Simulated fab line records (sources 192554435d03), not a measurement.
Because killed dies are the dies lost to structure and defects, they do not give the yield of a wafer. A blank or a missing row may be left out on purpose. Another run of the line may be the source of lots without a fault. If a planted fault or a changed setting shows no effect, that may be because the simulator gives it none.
Problem report, 8D (eight disciplines) form, completed by code | flow n5-finfet | the parts of the form that need people (team, actions taken, sign-off) are left out

1. PROBLEM STATEMENT
killed-at-front-end at N5_PASSIVATION_PROBE_49 reads a mean of 1085 on 2 wafers of 2 lots; wafers without a fault read 37 with a standard deviation of 11. That is +95 standard deviations from the usual mean.
Seen first at day 14 20:22 on prober-01, wafer L356.5. The record has a number at this step for 18 wafers belonging to 7 lots. The rule behind "out" and "out of limits": a value lying over 4 standard deviations away from the usual mean. All remaining wafers that have a number are taken as sound.

2. WHAT IT IS AND WHAT IT IS NOT
question                    | is                                                                                                                      | is not
which readings at this step | killed-at-front-end, defect-limited-yield, killed-dies, killed-on-rim, sort_bin_5_function, sort-n-pass, sort-yield-pct | killed_at_M0_to_M3, killed_at_M4_up, killed-at-contacts, killed-at-other, killed-short, sort_bin_8_speed
which lots                  | L356, L357                                                                                                              | L360, L361, L364, L366, L369
which wafers of those lots  | L356.5, L357.6                                                                                                          | L356.3, L357.3
read on which tools         | prober-01, prober-02                                                                                                    | -
when                        | from day 14 20:22                                                                                                       | up to then (1 sound wafer); but 15 sound wafers of L357, L360, L361, L364, L366, L369 came after

3. WHAT RULES OUT EACH SUSPECT
Counting: a tool at a process step up to the reading stays a suspect if it ran every lot that is out. Sound lots after the first of them don't rule it out here, since some wafers of a struck lot are sound.
- rie-diel-02 at N5_FIN_CUT_ETCH_21 (etches SOC in N2/H2, target depth 219 nm, overetch 43.8 nm, time 523.5 s): kept. It ran every lot that is out, first L356 (day 4 14:55).
- Within rie-diel-02 at N5_FIN_CUT_ETCH_21: the wafers that are out ran in chamber 3; their sound lot-mates ran in chambers 1, 2.
After counting, what remains is rie-diel-02 at N5_FIN_CUT_ETCH_21.

4. THE CAUSE (what the simulator had put in)
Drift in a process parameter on rie-diel-02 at N5_FIN_CUT_ETCH_21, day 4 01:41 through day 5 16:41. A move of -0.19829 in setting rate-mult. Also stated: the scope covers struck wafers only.
After counting, this tool was the only one left.

5. SEQUENCE OF EFFECTS, ordered by route
Rows list readings where the struck wafers' mean (over those with a number) sits beyond 3 standard deviations from the usual. Readings are gone through only where the record gives a usual standard deviation; hours: the median, over the lots, of the time from a lot's start at the first step in this table giving one to that lot's start at this step; sigmas: the change measured in usual standard deviations.
hours | step                    | reading              | usual  | on struck wafers | change | sigmas
0     | N5_PASSIVATION_PROBE_49 | defect-limited-yield | 91.4 % | 3.3              | -88.1  | -59
0     | N5_PASSIVATION_PROBE_49 | killed-at-front-end  | 37     | 1085             | +1048  | +95
0     | N5_PASSIVATION_PROBE_49 | killed-dies          | 102    | 1141             | +1039  | +58
0     | N5_PASSIVATION_PROBE_49 | killed-on-rim        | 13     | 134              | +120   | +34
0     | N5_PASSIVATION_PROBE_49 | sort_bin_5_function  | 5.0 %  | 92.8             | +87.8  | +91
0     | N5_PASSIVATION_PROBE_49 | sort-n-pass          | 1078   | 39               | -1039  | -55
0     | N5_PASSIVATION_PROBE_49 | sort-yield-pct       | 91.3 % | 3.3              | -88.0  | -55
The process steps in it:
- N5_PASSIVATION_PROBE_49

6. HOW IT WOULD HAVE BEEN CAUGHT EARLIER
In this record no reading fell out of limits until day 14 20:22, 259 hours after the fault had begun at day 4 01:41.
Tool readings at N5_FIN_CUT_ETCH_21 with a usual standard deviation given in the record: none out on any struck wafer, hence no alarm at a limit of 4 standard deviations on them.
All the lots that are out (2) had begun N5_FIN_CUT_ETCH_21 on rie-diel-02 by day 14 20:22. Holding the tool at that point would not have protected any of them.
